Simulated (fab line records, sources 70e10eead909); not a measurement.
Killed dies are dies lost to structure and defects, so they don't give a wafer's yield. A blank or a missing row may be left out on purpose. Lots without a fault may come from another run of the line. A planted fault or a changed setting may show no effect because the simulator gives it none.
fab line records | flow nand_harc
record lots=24 wafers=72 last_day=33
route steps=1302 shown A_BLC@1124 A_M1@1183 A_BONDPAD@1204
lots that met no fault: from a run of the same line without faults
start_h: hours from the record's first day to the start of the lot's first wafer shown | wait_h: hours since the lot's step before | " the same as in the row above | L1.1+2: a row that stands for several wafers | - no value, or no start given | * or withheld: withheld | < > ~ a bound
route shown NAME@n: a module of which the file shows steps, and the number in the route of the first | usual: mean/standard deviation of fault-free wafers | same: alike in all rows | chamber/n: place in a boat | sites: the reading at each site | _std_site: their standard deviation | _edge_site: outer sites' mean less inner sites' | radius_mm: how far each site lies from the wafer's centre | mask NAME#n: copy n | behind: the tool/chamber that last shaped the wafer | hold: why the lot was held/for how many hours/how that ended | device: the transistor (n, p or np) that didn't switch | end of line: the same wafers' tests at the end of the route | a step without rows: its recipe alone | killed: dies lost to structure and defects at the first sort, not the wafer's yield | map: a wafer's dies, x killed, . not, _ none there
set.NAME: the setting as run; set.NAME@STEP: as run at that earlier step | model.NAME: the simulator's own value behind a step, which no gauge read
steps of the route over a sample of lots; a table a step, a row a wafer
services: from which hour (start_h, from the record's first day; less than 0 if before it) a tool's chamber was out of use, for how many hours, and why
## steps
# step NHARC_A_BLC_CD_MEAS_19
# usual cd_nm=99.9/2.8
# columns lot.wafer tool chamber start_h wait_h cd_nm
L076.2 cd_sem-02 - 531.42 - 97.2
L076.5 " - " " 98.2
L076.6 " - " " 100.5
L074.1 cd_sem-02 - 533.09 - 95.3
L074.4 " - " " 100.0
L074.6 " - " " 94.6
L075.2 cd_sem-01 - 540.42 - 97.3
L075.5 " - " " 101.7
L075.6 " - " " 97.6
L077.2 cd_sem-02 - 557.52 - 99.4
L077.4 " - " " 96.0
L077.6 " - " " 101.6
L078.3 cd_sem-01 - 559.40 - 103.0
L078.4 " - " " 102.8
L078.6 " - " " 101.9
L079.1 cd_sem-03 - 563.49 - 100.4
L079.2 " - " " 98.4
L079.3 " - " " 96.8
L082.1 cd_sem-01 - 577.25 - 102.8
L082.2 " - " " 102.8
L082.5 " - " " 94.7
L080.1 cd_sem-01 - 580.37 - 104.7
L080.3 " - " " 100.3
L080.5 " - " " 100.9
L081.2 cd_sem-01 - 581.96 - 101.9
L081.3 " - " " 99.6
L081.5 " - " " 93.0
L083.2 cd_sem-01 - 614.76 - 103.8
L083.4 " - " " 100.0
L083.5 " - " " 101.2
L084.1 cd_sem-03 - 626.45 - 99.6
L084.3 " - " " 96.4
L084.6 " - " " 95.2
L086.1 cd_sem-02 - 636.88 - 102.9
L086.3 " - " " 106.0
L086.4 " - " " 100.2
L085.1 cd_sem-02 - 640.00 - 97.1
L085.2 " - " " 96.7
L085.4 " - " " 102.0
L087.1 cd_sem-03 - 659.64 - 99.1
L087.4 " - " " 104.5
L087.6 " - " " 98.7
L089.1 cd_sem-01 - 667.11 - 99.7
L089.3 " - " " 100.8
L089.6 " - " " 106.7
L088.1 cd_sem-02 - 674.69 - 98.2
L088.2 " - " " 100.5
L088.5 " - " " 108.1
L090.2 cd_sem-02 - 704.51 - 96.8
L090.3 " - " " 98.6
L090.6 " - " " 100.9
L091.1 cd_sem-03 - 714.76 - 101.9
L091.2 " - " " 102.7
L091.3 " - " " 101.8
L092.4 cd_sem-03 - 716.36 - 101.0
L092.5 " - " " 98.9
L092.6 " - " " 100.0
L093.2 cd_sem-02 - 720.91 - 104.4
L093.3 " - " " 103.0
L093.6 " - " " 101.5
L094.1 cd_sem-01 - 724.89 - 98.8
L094.3 " - " " 98.8
L094.4 " - " " 101.0
L095.3 cd_sem-02 - 730.16 - 102.0
L095.5 " - " " 102.1
L095.6 " - " " 98.2
L096.2 cd_sem-03 - 731.08 - 100.6
L096.3 " - " " 99.0
L096.4 " - " " 100.6
L097.1 cd_sem-02 - 744.24 - 98.3
L097.2 " - " " 98.3
L097.5 " - " " 98.0
# step NHARC_A_BLC_DEGAS_30
# recipe temp_c=300 time_s=60
# usual heater_power_w=480/50 susceptor_temp_C=299.98/0.19
# columns lot.wafer tool chamber start_h wait_h heater_power_w susceptor_temp_C
L076.2 pvd_sputter-01 - 532.03 - 514 300.19
L076.6 " - " " 425 300.07
L076.5 " - " " 468 299.85
L074.4 pvd_sputter-01 - 533.70 - 395 300.22
L074.1 " - " " 423 299.51
L074.6 " - " " 388 299.95
L075.2 pvd_sputter-03 - 541.04 - 537 300.05
L075.6 " - " " 434 300.32
L075.5 " - " " 419 300.04
L077.4 pvd_sputter-02 - 558.13 - 554 299.94
L077.2 " - " " 476 300.01
L077.6 " - " " 481 299.70
L078.3 pvd_sputter-03 - 560.00 - 419 300.11
L078.4 " - " " 469 300.19
L078.6 " - " " 420 300.14
L079.3 pvd_sputter-01 - 564.10 - 386 300.21
L079.1 " - " " 454 300.00
L079.2 " - " " 471 300.06
L082.2 pvd_sputter-03 - 577.87 - 542 299.65
L082.1 " - " " 480 299.92
L082.5 " - " " 425 300.14
L080.3 pvd_sputter-02 - 580.97 - 493 300.08
L080.1 " - " " 559 299.99
L080.5 " - " " 488 300.18
L081.2 pvd_sputter-02 - 582.59 - 581 300.02
L081.3 " - " " 506 300.00
L081.5 " - " " 502 300.34
L083.4 pvd_sputter-02 - 615.37 - 574 299.83
L083.2 " - " " 486 299.99
L083.5 " - " " 571 299.77
L084.1 pvd_sputter-02 - 627.05 - 488 299.78
L084.3 " - " " 509 299.70
L084.6 " - " " 490 300.08
L086.4 pvd_sputter-02 - 637.53 - 473 300.09
L086.3 " - " " 487 300.22
L086.1 " - " " 558 300.39
L085.4 pvd_sputter-03 - 640.60 - 423 299.77
L085.2 " - " " 545 299.89
L085.1 " - " " 467 300.06
L087.4 pvd_sputter-01 - 660.29 - 539 300.22
L087.1 " - " " 438 299.85
L087.6 " - " " 505 300.16
L089.1 pvd_sputter-01 - 667.80 - 445 299.92
L089.3 " - " " 379 299.91
L089.6 " - " " 435 299.94
L088.2 pvd_sputter-03 - 675.33 - 479 -
L088.1 " - " " 436 -
L088.5 " - " " 425 -
L090.2 pvd_sputter-02 - 705.10 - 504 300.17
L090.3 " - " " 552 300.07
L090.6 " - " " 498 299.82
L091.3 pvd_sputter-03 - 715.36 - 535 -
L091.2 " - " " 464 -
L091.1 " - " " 423 -
L092.4 pvd_sputter-02 - 716.95 - 508 -
L092.5 " - " " 507 -
L092.6 " - " " 567 -
L093.2 pvd_sputter-03 - 721.55 - 431 299.89
L093.3 " - " " 559 299.82
L093.6 " - " " 464 299.95
L094.4 pvd_sputter-02 - 725.50 - 500 299.96
L094.3 " - " " 553 299.87
L094.1 " - " " 539 299.93
L095.3 pvd_sputter-03 - 730.99 - 537 300.04
L095.5 " - " " 443 299.99
L095.6 " - " " 560 299.95
L096.4 pvd_sputter-02 - 731.69 - 528 300.07
L096.2 " - " " 503 300.09
L096.3 " - " " 512 299.80
L097.1 pvd_sputter-03 - 744.84 - 428 300.18
L097.2 " - " " 557 300.26
L097.5 " - " " 443 299.98
# step NHARC_A_M1_ETCH_35
# recipe target_depth_a=400 overetch_a=120 time_s=43.94 ion_energy_ev=200 n2_flow_sccm=150 h2_flow_sccm=150 ar_flow_sccm=0 rf_w=400 bias_w=150 chemistry=N2/H2
# usual drypump_motor_current_A=5.6/0.31 oes_product_au=0.995/0.013 rf_fwd_power_W=394.7/1.9 rf_vpp_V=431.7/2.8 showerhead_plenum_p_Torr=2.08/0.096 throttle_valve_pct=14.171/0.0087
# columns lot.wafer tool chamber start_h wait_h drypump_motor_current_A oes_product_au rf_fwd_power_W rf_hours_counter_h rf_vpp_V showerhead_plenum_p_Torr throttle_valve_pct
L076.2 rie_diel-01 2 538.64 0.1 5.3 1.003 396.8 9 428.3 1.96 14.147
L076.6 " 0 " " 5.9 1.030 396.9 - 432.2 2.08 14.162
L076.5 " 1 " " 6.2 1.006 393.6 - 428.8 1.95 14.164
L074.4 rie_diel-01 3 540.51 0.1 5.2 0.995 396.4 8 432.7 2.14 14.161
L074.1 " 1 " " 6.2 1.015 393.1 7 427.7 1.95 14.173
L074.6 " 0 " " 5.9 1.025 394.7 - 433.4 2.08 14.167
L075.2 rie_diel-12 0 547.65 0.1 6.2 0.992 395.9 3 434.1 2.14 14.183
L075.6 " 0 " " 6.2 0.984 396.4 - 433.2 2.14 14.173
L075.5 " 1 " " 5.6 1.003 395.8 - 428.4 1.94 14.149
L077.4 rie_diel-10 3 564.72 0.1 5.4 0.991 394.7 8 434.5 2.19 14.174
L077.2 " 1 " " 5.6 0.972 394.3 8 429.1 2.00 14.175
L077.6 " 3 " " 5.4 0.989 394.3 - 434.6 2.19 14.159
L078.4 rie_diel-12 1 566.84 0.1 5.6 1.007 395.1 4 426.4 1.94 14.168
L078.3 " 3 " " 5.7 0.991 393.7 4 434.9 2.19 14.166
L078.6 " 1 " " 5.6 0.999 394.4 - 427.8 1.94 14.162
L079.3 rie_diel-10 2 570.84 0.1 5.7 0.991 395.5 8 429.9 2.03 14.179
L079.2 " 3 " " 5.4 0.999 393.9 9 434.4 2.19 14.171
L079.1 " 0 " " 5.8 0.988 394.7 8 435.3 2.17 14.178
L082.2 rie_diel-12 1 584.85 0.1 5.6 1.002 393.9 4 427.4 1.94 14.167
L082.1 " 2 " " 5.1 1.012 395.4 5 434.6 2.16 14.180
L082.5 " 0 " " 6.2 0.991 393.7 - 433.1 2.14 14.166
L080.3 rie_diel-10 2 587.97 0.1 5.7 0.989 395.5 9 429.9 2.03 14.181
L080.1 " 3 " " 5.5 0.998 392.8 10 433.6 2.19 14.155
L080.5 " 0 " " 5.8 0.992 394.3 - 433.1 2.17 14.178
L081.2 rie_diel-10 1 589.04 0.1 5.6 0.979 395.1 10 429.5 2.00 14.160
L081.3 " 3 " " 5.4 1.001 393.5 10 436.0 2.19 14.166
L081.5 " 0 " " 5.7 0.992 396.6 - 432.6 2.17 14.168
L083.4 rie_diel-10 2 622.07 0.1 5.8 0.989 396.8 1 431.0 2.03 14.173
L083.2 " 1 " " 5.6 1.006 392.7 1 429.9 2.00 14.171
L083.5 " 3 " " 5.4 0.990 395.4 - 434.7 2.19 14.191
L084.1 rie_diel-10 0 633.42 0.1 5.8 0.991 392.9 2 434.5 2.17 14.171
L084.3 " 1 " " 5.6 0.998 394.0 2 429.3 2.00 14.174
L084.6 " 0 " " 5.8 0.996 397.2 - 434.2 2.17 14.174
L086.4 rie_diel-01 3 643.90 0.1 5.3 0.984 398.4 4 434.6 2.14 14.168
L086.3 " 0 " " 5.9 1.013 396.3 2 430.9 2.08 14.168
L086.1 " 2 " " 5.3 1.019 396.3 4 428.7 1.96 14.168
L085.4 rie_diel-10 2 647.08 0.1 5.7 0.991 395.6 3 430.9 2.03 14.165
L085.1 " 3 " " 5.4 0.984 393.8 3 435.4 2.19 14.162
L085.2 " 0 " " 5.8 0.989 391.7 3 433.6 2.17 14.173
L087.4 rie_diel-12 1 666.84 0.1 5.6 1.005 395.9 1 428.2 1.94 14.170
L087.1 " 0 " " 6.2 0.987 394.6 1 433.3 2.14 14.191
L087.6 " 2 " " 5.1 1.001 394.7 - 432.8 2.16 14.166
L089.3 rie_diel-12 0 674.38 0.1 6.2 0.991 395.1 1 433.5 2.14 14.164
L089.1 " 1 " " 5.6 1.008 395.5 1 426.8 1.94 14.175
L089.6 " 0 " " 6.2 0.981 395.0 - 433.5 2.14 14.165
L088.2 rie_diel-12 0 681.95 0.1 6.2 0.982 393.2 1 434.6 2.14 14.172
L088.1 " 1 " " 5.6 1.015 395.4 1 426.4 1.94 14.160
L088.5 " 3 " " 5.7 0.975 391.5 - 433.9 2.18 14.180
L090.2 rie_diel-01 2 711.72 0.1 5.2 1.016 396.6 10 427.4 1.96 14.158
L090.3 " 3 " " 5.3 0.981 396.4 7 434.1 2.14 14.188
L090.6 " 0 " " 5.9 1.025 397.7 - 432.5 2.08 14.180
L091.3 rie_diel-01 2 721.77 0.1 5.3 1.002 395.6 11 426.7 1.96 14.185
L091.2 " 3 " " 5.2 0.998 397.9 7 432.1 2.14 14.169
L091.1 " 0 " " 5.8 1.024 395.6 9 431.8 2.08 14.167
L092.4 rie_diel-01 2 723.33 0.1 5.3 1.006 395.8 11 427.6 1.96 14.180
L092.6 " 0 " " 5.9 1.015 395.5 - 431.9 2.08 14.170
L092.5 " 1 " " 6.2 1.012 393.7 - 428.9 1.94 14.168
L093.2 rie_diel-12 3 728.83 0.1 5.7 0.980 389.5 2 434.5 2.18 14.173
L093.3 " 3 " " 5.7 0.975 392.3 - 434.0 2.18 14.166
L093.6 " 1 " " 5.6 0.990 394.8 - 427.9 1.94 14.183
L094.1 rie_diel-12 2 732.17 0.1 5.1 0.983 393.7 1 432.6 2.16 14.176
L094.4 " 2 " " 5.1 0.990 393.7 - 435.5 2.16 14.179
L094.3 " 3 " " 5.7 0.972 392.7 - 434.9 2.18 14.173
L095.3 rie_diel-12 2 738.06 0.1 5.1 0.989 391.6 2 433.4 2.16 14.174
L095.5 " 2 " " 5.1 0.992 392.6 - 433.4 2.16 14.183
L095.6 " 1 " " 5.6 0.994 397.2 - 427.2 1.94 14.176
L096.2 rie_diel-12 1 738.33 0.1 5.6 0.998 392.5 2 429.0 1.94 14.165
L096.3 " 2 " " 5.1 0.981 394.2 2 433.8 2.16 14.171
L096.4 " 3 " " 5.7 0.982 390.7 - 432.2 2.18 14.186
L097.2 rie_diel-10 2 751.51 0.1 5.7 0.985 395.9 7 429.8 2.03 14.165
L097.1 " 3 " " 5.4 0.988 393.9 10 435.5 2.18 14.154
L097.5 " 2 " " 5.7 0.988 395.3 - 431.3 2.03 14.167
# step NHARC_A_BONDPAD_THK_MEAS_30
# recipe thk_meas_gauge=ellipsometry
# usual thk_nm=200.3/2
# columns lot.wafer tool chamber start_h wait_h thk_nm
L076.2 film_metro-01 - 542.52 0.2 201.8
L076.5 " - " " 203.5
L076.6 " - " " 203.9
L074.1 film_metro-01 - 544.88 0.2 199.2
L074.4 " - " " 203.0
L074.6 " - " " 199.9
L075.2 film_metro-02 - 551.58 0.2 201.7
L075.5 " - " " 197.3
L075.6 " - " " 200.5
L077.2 film_metro-01 - 568.59 0.2 205.2
L077.4 " - " " 199.6
L077.6 " - " " 198.7
L078.3 film_metro-01 - 570.68 0.2 200.3
L078.4 " - " " 198.8
L078.6 " - " " 198.9
L079.1 film_metro-01 - 574.68 0.2 199.7
L079.2 " - " " 200.0
L079.3 " - " " 196.5
L082.1 film_metro-01 - 588.82 0.2 200.3
L082.2 " - " " 200.6
L082.5 " - " " 202.8
L080.1 film_metro-02 - 591.87 0.2 196.9
L080.3 " - " " 199.0
L080.5 " - " " 198.9
L081.2 film_metro-01 - 593.20 0.2 199.2
L081.3 " - " " 197.7
L081.5 " - " " 197.1
L083.2 film_metro-01 - 625.91 0.2 200.8
L083.4 " - " " 198.6
L083.5 " - " " 198.4
L084.1 film_metro-01 - 637.31 0.2 200.8
L084.3 " - " " 202.9
L084.6 " - " " 201.8
L086.1 film_metro-02 - 647.73 0.2 200.1
L086.3 " - " " 201.7
L086.4 " - " " 203.0
L085.1 film_metro-01 - 650.92 0.2 200.3
L085.2 " - " " 197.9
L085.4 " - " " 198.2
L087.1 film_metro-02 - 670.69 0.1 198.1
L087.4 " - " " 199.8
L087.6 " - " " 201.8
L089.1 film_metro-01 - 678.31 0.2 200.2
L089.3 " - " " 197.8
L089.6 " - " " 200.1
L088.1 film_metro-01 - 685.87 0.2 200.9
L088.2 " - " " 200.7
L088.5 " - " " 200.9
L090.2 film_metro-01 - 715.56 0.2 201.2
L090.3 " - " " 197.5
L090.6 " - " " 197.8
L091.1 film_metro-01 - 725.66 0.2 200.0
L091.2 " - " " 199.0
L091.3 " - " " 202.2
L092.4 film_metro-01 - 727.37 0.2 200.0
L092.5 " - " " 198.5
L092.6 " - " " 199.3
L093.2 film_metro-01 - 734.26 0.2 200.9
L093.3 " - " " 196.7
L093.6 " - " " 201.5
L094.1 film_metro-01 - 736.13 0.2 201.3
L094.3 " - " " 200.0
L094.4 " - " " 200.8
L095.3 film_metro-02 - 742.00 0.2 198.9
L095.5 " - " " 205.0
L095.6 " - " " 201.0
L096.2 film_metro-02 - 742.39 0.2 199.1
L096.3 " - " " 197.9
L096.4 " - " " 204.7
L097.1 film_metro-02 - 755.36 0.2 203.1
L097.2 " - " " 196.9
L097.5 " - " " 200.4
# step NHARC_A_BONDPAD_DESCUM_11
# recipe time_s=3 o2_flow_sccm=200 ar_flow_sccm=0 bias_power_w=0 chemistry=O2
# usual drypump_motor_current_A=5.9/0.59 o2_flow_sccm=199.9/0.7 oes_product_au=0.996/0.014 rf_vpp_V=57.5/0.9 showerhead_plenum_p_Torr=1.85/0.069 throttle_valve_pct=11.311/0.0092
# columns lot.wafer tool chamber start_h wait_h drypump_motor_current_A o2_flow_sccm oes_product_au rf_hours_counter_h rf_vpp_V showerhead_plenum_p_Torr throttle_valve_pct
L076.2 rie_diel-13 1 543.32 - 5.0 199.3 1.020 0 55.2 1.79 11.287
L076.5 " 2 " " 6.7 200.7 1.009 - 58.8 1.91 11.323
L076.6 " 3 " " 6.0 198.6 0.996 - 57.6 1.79 11.323
L074.1 rie_diel-13 1 545.54 - 5.0 199.6 1.009 1 56.8 1.79 11.318
L074.4 " 2 " " 6.7 200.1 1.005 1 56.0 1.91 11.307
L074.6 " 0 " " 6.1 199.1 0.979 - 55.6 1.84 11.324
L075.2 rie_diel-02 2 552.37 - 5.8 200.2 1.010 52 56.6 1.97 11.320
L075.5 " 0 " " 5.8 199.2 1.000 - 57.4 1.77 11.317
L075.6 " 1 " " 5.6 200.4 0.989 - 58.0 2.06 11.304
L077.2 rie_diel-13 1 569.38 - 5.0 199.0 1.011 1 58.5 1.79 11.301
L077.4 " 2 " " 6.7 199.7 1.001 1 56.9 1.91 11.324
L077.6 " 0 " " 6.1 200.5 0.965 - 56.6 1.84 11.306
L078.4 rie_diel-13 3 571.35 - 6.0 199.7 0.993 1 56.3 1.79 11.293
L078.3 " 0 " " 6.1 200.9 0.976 1 57.8 1.84 11.307
L078.6 " 2 " " 6.7 199.8 1.001 - 57.7 1.91 11.324
L079.2 rie_diel-13 3 575.46 - 6.0 199.9 0.984 1 56.8 1.79 11.331
L079.1 " 0 " " 6.1 200.8 0.973 2 58.1 1.84 11.296
L079.3 " 2 " " 6.7 200.5 1.005 2 57.8 1.91 11.300
L082.2 rie_diel-13 3 589.47 - 6.1 198.5 0.971 1 56.8 1.79 11.314
L082.1 " 0 " " 6.0 200.8 0.976 2 58.4 1.84 11.319
L082.5 " 0 " " 6.1 199.3 0.969 - 57.5 1.84 11.322
L080.3 rie_diel-13 3 592.65 - 6.0 200.5 0.974 2 55.3 1.79 11.318
L080.1 " 0 " " 6.1 199.3 0.972 2 57.7 1.84 11.309
L080.5 " 2 " " 6.7 199.8 0.996 - 57.9 1.91 11.317
L081.3 rie_diel-04 0 593.98 - 6.1 200.3 0.995 7 57.6 1.80 11.329
L081.2 " 2 " " 5.6 200.9 1.013 6 57.6 1.99 11.300
L081.5 " 0 " " 6.1 200.7 1.009 - 57.3 1.80 11.321
L083.2 rie_diel-13 2 626.70 - 6.7 199.6 1.006 3 57.5 1.91 11.303
L083.4 " 3 " " 6.1 200.0 0.986 2 57.4 1.79 11.304
L083.5 " 0 " " 6.1 200.3 0.997 - 59.2 1.84 11.334
L084.1 rie_diel-13 3 638.09 - 6.1 199.5 0.996 2 57.3 1.79 11.299
L084.3 " 0 " " 6.0 200.6 0.989 3 57.0 1.84 11.320
L084.6 " 3 " " 6.0 200.2 0.988 - 56.2 1.79 11.319
L086.1 rie_diel-13 3 648.38 - 6.0 201.2 0.985 3 57.7 1.79 11.318
L086.4 " 0 " " 6.1 201.1 0.982 4 56.4 1.84 11.312
L086.3 " 2 " " 6.7 198.7 1.013 4 58.3 1.91 11.323
L085.1 rie_diel-13 2 651.71 - 6.7 200.7 1.021 4 57.5 1.91 11.314
L085.4 " 3 " " 6.1 200.4 0.992 3 56.1 1.79 11.307
L085.2 " 0 " " 6.1 200.3 0.981 4 58.4 1.84 11.311
L087.1 rie_diel-13 0 671.36 - 6.1 200.5 0.971 4 57.5 1.84 11.314
L087.4 " 1 " " 5.0 199.9 1.004 4 57.3 1.79 11.320
L087.6 " 3 " " 6.1 200.7 1.002 - 55.5 1.79 11.306
L089.3 rie_diel-13 2 679.10 - 6.7 200.1 1.005 5 56.9 1.91 11.319
L089.1 " 0 " " 6.1 200.9 0.965 5 57.6 1.84 11.305
L089.6 " 2 " " 6.7 200.0 1.001 - 59.0 1.91 11.320
L088.1 rie_diel-13 0 686.65 - 6.1 199.1 0.967 5 58.6 1.84 11.306
L088.2 " 3 " " 6.0 199.7 1.004 4 56.9 1.79 11.308
L088.5 " 0 " " 6.1 198.1 0.965 - 57.4 1.84 11.305
L090.3 rie_diel-13 1 716.21 - 5.0 200.8 1.010 0 57.4 1.79 11.308
L090.2 " 2 " " 6.7 200.3 1.012 0 57.9 1.91 11.303
L090.6 " 2 " " 6.7 200.3 1.008 - 58.3 1.91 11.319
L091.3 rie_diel-13 3 726.31 - 6.0 199.7 0.985 1 58.5 1.79 11.300
L091.1 " 0 " " 6.0 198.7 0.988 1 57.3 1.84 11.305
L091.2 " 2 " " 6.7 199.8 1.019 1 57.7 1.91 11.318
L092.4 rie_diel-04 2 728.17 - 5.6 199.8 0.992 1 57.1 1.99 11.306
L092.5 " 0 " " 6.1 199.6 0.999 - 55.6 1.80 11.294
L092.6 " 1 " " 6.2 199.3 1.006 - 58.8 1.99 11.322
L093.2 rie_diel-04 3 735.06 - 4.8 199.5 0.992 1 58.6 1.82 11.314
L093.3 " 1 " " 6.2 199.1 1.000 2 58.3 1.99 11.309
L093.6 " 2 " " 5.6 198.7 0.989 - 57.7 1.99 11.301
L094.3 rie_diel-13 2 736.91 - 6.7 199.4 1.002 1 56.7 1.91 11.319
L094.4 " 0 " " 6.1 200.0 0.983 1 57.5 1.84 11.301
L094.1 " 1 " " 5.0 200.9 1.017 1 57.3 1.79 11.326
L095.3 rie_diel-04 2 742.79 - 5.6 200.4 1.001 2 60.1 1.98 11.311
L095.5 " 0 " " 6.1 200.7 0.995 - 57.8 1.80 11.310
L095.6 " 1 " " 6.2 199.8 0.992 - 59.0 1.99 11.303
L096.3 rie_diel-13 0 743.17 - 6.1 200.0 0.991 2 57.2 1.84 11.317
L096.2 " 1 " " 5.0 199.0 1.016 2 58.4 1.78 11.308
L096.4 " 2 " " 6.7 200.5 1.011 2 58.2 1.91 11.313
L097.1 rie_diel-13 3 756.03 - 6.0 200.2 0.968 2 58.5 1.79 11.308
L097.2 " 0 " " 6.1 200.1 0.981 3 57.5 1.84 11.317
L097.5 " 1 " " 5.0 198.2 1.009 - 57.6 1.78 11.316
# step NHARC_A_BONDPAD_ETCH_24
# recipe target_depth_a=300 over_etch_frac=0.3 time_s=72.99 ion_energy_ev=150 cf4_flow_sccm=50 n2_flow_sccm=100 ar_flow_sccm=150 rf_w=300 bias_w=100 chemistry=CF4/N2
# usual drypump_motor_current_A=5.9/0.57 oes_product_au=0.997/0.015 rf_fwd_power_W=297.5/1.1 rf_vpp_V=313.1/1.9 showerhead_plenum_p_Torr=2.56/0.11 throttle_valve_pct=19.793/0.0093
# columns lot.wafer tool chamber start_h wait_h drypump_motor_current_A oes_product_au rf_fwd_power_W rf_hours_counter_h rf_vpp_V showerhead_plenum_p_Torr throttle_valve_pct
L076.2 rie_diel-13 1 - - 5.0 1.012 297.5 1 311.6 2.46 19.781
L076.5 " 2 " " 6.7 1.002 298.3 - 312.3 2.62 19.781
L076.6 " 3 " " 6.1 0.991 295.2 - 311.4 2.46 19.777
L074.1 rie_diel-13 2 - - 6.7 1.010 297.7 1 314.0 2.62 19.797
L074.4 " 0 " " 6.1 0.981 297.7 1 311.8 2.53 19.785
L074.6 " 1 " " 5.0 1.006 297.2 - 311.1 2.46 19.785
L075.2 rie_diel-02 3 - - 5.2 0.998 296.1 55 314.2 2.62 19.781
L075.5 " 1 " " 5.6 1.012 298.8 - 316.5 2.81 19.791
L075.6 " 2 " " 5.9 1.014 297.1 - 314.8 2.70 19.794
L077.4 rie_diel-04 1 - - 6.2 0.967 297.5 5 315.8 2.74 19.785
L077.2 " 2 " " 5.6 0.999 294.3 4 316.1 2.73 19.795
L077.6 " 1 " " 6.2 0.959 298.0 - 316.1 2.74 19.798
L078.4 rie_diel-13 1 - - 5.1 1.004 297.9 2 311.7 2.46 19.784
L078.3 " 3 " " 6.1 0.984 297.7 1 311.5 2.46 19.811
L078.6 " 0 " " 6.1 0.963 297.9 - 313.0 2.53 19.803
L079.3 rie_diel-13 0 - - 6.1 0.969 296.8 2 312.5 2.53 19.780
L079.2 " 2 " " 6.7 1.005 298.4 2 313.8 2.62 19.791
L079.1 " 3 " " 6.0 0.996 297.9 1 311.0 2.46 19.803
L082.1 rie_diel-13 2 - - 6.8 0.978 298.2 2 314.1 2.62 19.779
L082.2 " 3 " " 6.1 0.967 297.5 2 311.6 2.46 19.790
L082.5 " 1 " " 5.1 0.994 298.0 - 311.6 2.46 19.774
L080.3 rie_diel-13 0 - - 6.0 0.985 299.8 2 311.8 2.53 19.775
L080.1 " 1 " " 5.1 1.005 298.1 2 311.8 2.46 19.797
L080.5 " 3 " " 6.0 0.977 296.4 - 311.1 2.46 19.792
L081.2 rie_diel-04 3 - - 4.8 0.983 298.4 6 312.5 2.52 19.802
L081.3 " 0 " " 6.1 1.008 297.9 8 312.1 2.48 19.782
L081.5 " 3 " " 4.8 0.983 297.3 - 311.1 2.52 19.790
L083.2 rie_diel-04 0 - - 6.1 1.007 297.5 15 311.9 2.48 19.794
L083.4 " 1 " " 6.2 0.973 296.2 13 315.4 2.73 19.798
L083.5 " 0 " " 6.1 1.003 298.4 - 312.0 2.48 19.804
L084.3 rie_diel-13 2 - - 6.7 1.011 296.5 3 313.3 2.62 19.793
L084.1 " 3 " " 6.0 0.986 298.2 3 312.0 2.46 19.798
L084.6 " 2 " " 6.7 1.003 298.2 - 312.2 2.62 19.789
L086.3 rie_diel-13 2 - - 6.7 1.005 297.8 4 313.3 2.62 19.796
L086.4 " 3 " " 6.1 0.998 297.5 3 311.9 2.46 19.779
L086.1 " 1 " " 5.0 1.011 297.7 4 313.2 2.46 19.785
L085.4 rie_diel-02 1 - - 5.6 1.004 298.2 28 317.6 2.80 19.806
L085.1 " 2 " " 5.9 1.011 295.7 25 316.1 2.68 19.784
L085.2 " 0 " " 5.8 0.973 297.6 30 315.6 2.82 19.803
L087.4 rie_diel-04 2 - - 5.6 1.012 295.0 20 316.6 2.72 19.779
L087.1 " 3 " " 4.8 1.003 296.4 20 312.0 2.51 19.799
L087.6 " 2 " " 5.6 1.004 294.0 - 317.0 2.72 19.799
L089.1 rie_diel-13 2 - - 6.7 1.008 298.3 5 315.4 2.62 19.778
L089.3 " 1 " " 5.0 1.010 297.7 5 311.2 2.46 19.809
L089.6 " 2 " " 6.7 1.002 298.5 - 312.5 2.62 19.798
L088.1 rie_diel-13 0 687.22 0.1 6.0 0.980 298.1 5 311.9 2.53 19.777
L088.2 " 1 " " 5.0 1.013 297.5 5 310.7 2.46 19.784
L088.5 " 3 " " 6.0 1.001 298.6 - 310.2 2.46 19.796
L090.2 rie_diel-02 2 - - 5.9 1.019 296.8 45 314.0 2.68 19.806
L090.3 " 0 " " 5.8 0.976 296.5 52 317.3 2.81 19.797
L090.6 " 3 " " 5.2 1.008 296.7 - 314.3 2.60 19.780
L091.2 rie_diel-13 0 - - 6.1 0.995 298.3 1 311.6 2.53 19.795
L091.3 " 1 " " 5.0 1.016 298.7 1 311.8 2.46 19.795
L091.1 " 2 " " 6.7 1.023 297.7 1 314.6 2.62 19.800
L092.4 rie_diel-13 1 - - 5.0 1.013 296.9 1 311.5 2.46 19.794
L092.6 " 3 " " 6.0 0.985 296.1 - 312.6 2.46 19.790
L092.5 " 0 " " 6.1 0.982 298.9 - 312.5 2.53 19.802
L093.3 rie_diel-13 0 - - 6.1 1.000 298.4 1 311.3 2.53 19.786
L093.2 " 1 " " 5.0 1.020 296.7 1 311.9 2.46 19.786
L093.6 " 1 " " 5.0 1.016 297.8 - 311.4 2.46 19.791
L094.4 rie_diel-13 0 - - 6.1 0.982 298.3 1 312.7 2.53 19.810
L094.3 " 1 " " 5.0 1.008 296.7 1 312.0 2.46 19.794
L094.1 " 2 " " 6.7 1.004 299.1 1 313.3 2.62 19.799
L095.3 rie_diel-04 0 - - 6.1 1.000 298.0 2 311.7 2.47 19.792
L095.6 " 0 " " 6.1 0.995 297.6 - 311.7 2.47 19.807
L095.5 " 1 " " 6.2 0.987 297.3 - 314.8 2.73 19.785
L096.3 rie_diel-13 1 - - 5.0 1.019 298.6 2 311.3 2.46 19.798
L096.2 " 3 " " 6.1 0.977 297.5 2 311.4 2.46 19.783
L096.4 " 0 " " 6.1 0.990 296.4 2 313.1 2.53 19.794
L097.2 rie_diel-13 3 - - 6.0 0.978 297.3 2 312.6 2.46 19.787
L097.1 " 0 " " 6.1 0.988 298.0 3 312.1 2.53 19.795
L097.5 " 2 " " 6.7 1.013 298.3 - 313.7 2.62 19.790
## services
# columns tool chamber start_h hours kind
rie_diel-13 - 519.01 9.0 pm
pvd_sputter-03 - 526.03 10.0 pm
rie_diel-04 - 531.90 9.0 pm
rie_diel-13 3 548.72 13.0 repair
pvd_sputter-02 - 549.35 4.2 repair
pvd_sputter-03 - 556.62 3.0 repair
rie_diel-04 3 562.59 3.2 repair
pvd_sputter-02 - 566.96 0.5 repair
rie_diel-10 - 596.63 9.0 pm
pvd_sputter-02 - 601.48 8.7 repair
rie_diel-12 - 622.40 9.0 pm
rie_diel-10 3 633.01 2.6 repair
pvd_sputter-02 - 638.00 10.0 pm
rie_diel-12 1 651.35 3.1 repair
rie_diel-13 2 686.91 15.5 repair
rie_diel-13 - 696.01 9.0 pm
rie_diel-10 2 700.52 35.5 repair
rie_diel-12 1 701.36 3.1 repair
pvd_sputter-03 - 704.03 10.0 pm
rie_diel-12 2 706.70 22.4 repair
rie_diel-12 0 717.78 21.0 repair
rie_diel-12 - 720.27 0.6 repair
rie_diel-12 1 730.15 4.2 repair
rie_diel-12 0 754.72 2.8 repair
## key
fault none
